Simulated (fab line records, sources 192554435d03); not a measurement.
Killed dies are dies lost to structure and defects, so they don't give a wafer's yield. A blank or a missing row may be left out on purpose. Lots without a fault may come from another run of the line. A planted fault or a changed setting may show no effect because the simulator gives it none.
Which tool did it? | flow n5_finfet | 8 lots, 24 wafers sampled, at 3 steps of a route of 1938

WHAT THE GAUGES READ, wafer by wafer
N5_BEOL_M12_OCD_MEAS_35.
lot  | measured     | on     | trench_depth_nm (nm)
L578 | day 13 14:37 | ocd-01 | - - -
L576 | day 13 14:36 | ocd-02 | - - -
L579 | day 13 22:25 | ocd-02 | - - -
L588 | day 16 13:28 | ocd-01 | 317 322 321
L589 | day 16 16:06 | ocd-02 | 315 316 313
L591 | day 17 05:51 | ocd-01 | 318 316 323
L590 | day 17 07:28 | ocd-02 | 318 313 318
L593 | day 18 03:01 | ocd-02 | 327 316 320

WHICH TOOL RAN EACH LOT (tool, then ch and the chambers of the sampled wafers, then the start)
lot  | N5_BEOL_M12_DESCUM_33              | N5_BEOL_M12_ETCH_67
L578 | rie_diel-03 ch 1,3, day 13 14:06   | rie_diel-03 ch 1,3, day 13 14:08
L576 | rie_diel-04 ch 1,3, day 13 14:05   | rie_diel-04 ch 1,3, day 13 14:07
L579 | rie_diel-06 ch 0,1,3, day 13 21:54 | rie_diel-06 ch 0,1,3, day 13 21:56
L588 | rie_diel-04 ch 2,3, day 16 12:57   | rie_diel-04 ch 2,3, day 16 12:59
L589 | rie_diel-06 ch 0,2, day 16 15:35   | rie_diel-06 ch 0,2, day 16 15:37
L591 | rie_diel-04 ch 0,3, day 17 05:20   | rie_diel-04 ch 0,3, day 17 05:22
L590 | rie_diel-06 ch 1,3, day 17 06:43   | rie_diel-06 ch 1,3, day 17 06:46
L593 | rie_diel-04 ch 1,2,3, day 18 02:30 | rie_diel-04 ch 1,2,3, day 18 02:32
- N5_BEOL_M12_DESCUM_33: chemistry O2, time 7.9 s.
- N5_BEOL_M12_ETCH_67: etches SiARC in CF4, target depth 143 nm, time 238.3 s.

THE ANSWER, worked out from the rows above alone
Rule: what is usual is taken from the lots themselves. Put in order of their means at a reading, lots are off if they are a third of the lots or fewer, leave a main group of 4 or more, and stand apart from it by a gap of 3 or more times the standard deviation of the main group's means; of several such gaps the widest counts. A main group whose means are all the same, to the digits that the tables above print for the reading, isn't used. A lot without any number at a reading at which 4 lots or more have one is off too. The other lots that the step has rows for count as sound.
Off: L578, L576, L579, at N5_BEOL_M12_OCD_MEAS_35 (trench_depth_nm). Without a number there: L578, L576, L579. The main group: mean 318 nm, standard deviation 2.4.
A tool fits if, at a process step before that reading, it ran every lot that is off, and no sound lot after the first of them. The gauges at N5_BEOL_M12_OCD_MEAS_35 are tried like those tools. None of those tried fits.

WHAT THE SIMULATOR HAD PUT IN
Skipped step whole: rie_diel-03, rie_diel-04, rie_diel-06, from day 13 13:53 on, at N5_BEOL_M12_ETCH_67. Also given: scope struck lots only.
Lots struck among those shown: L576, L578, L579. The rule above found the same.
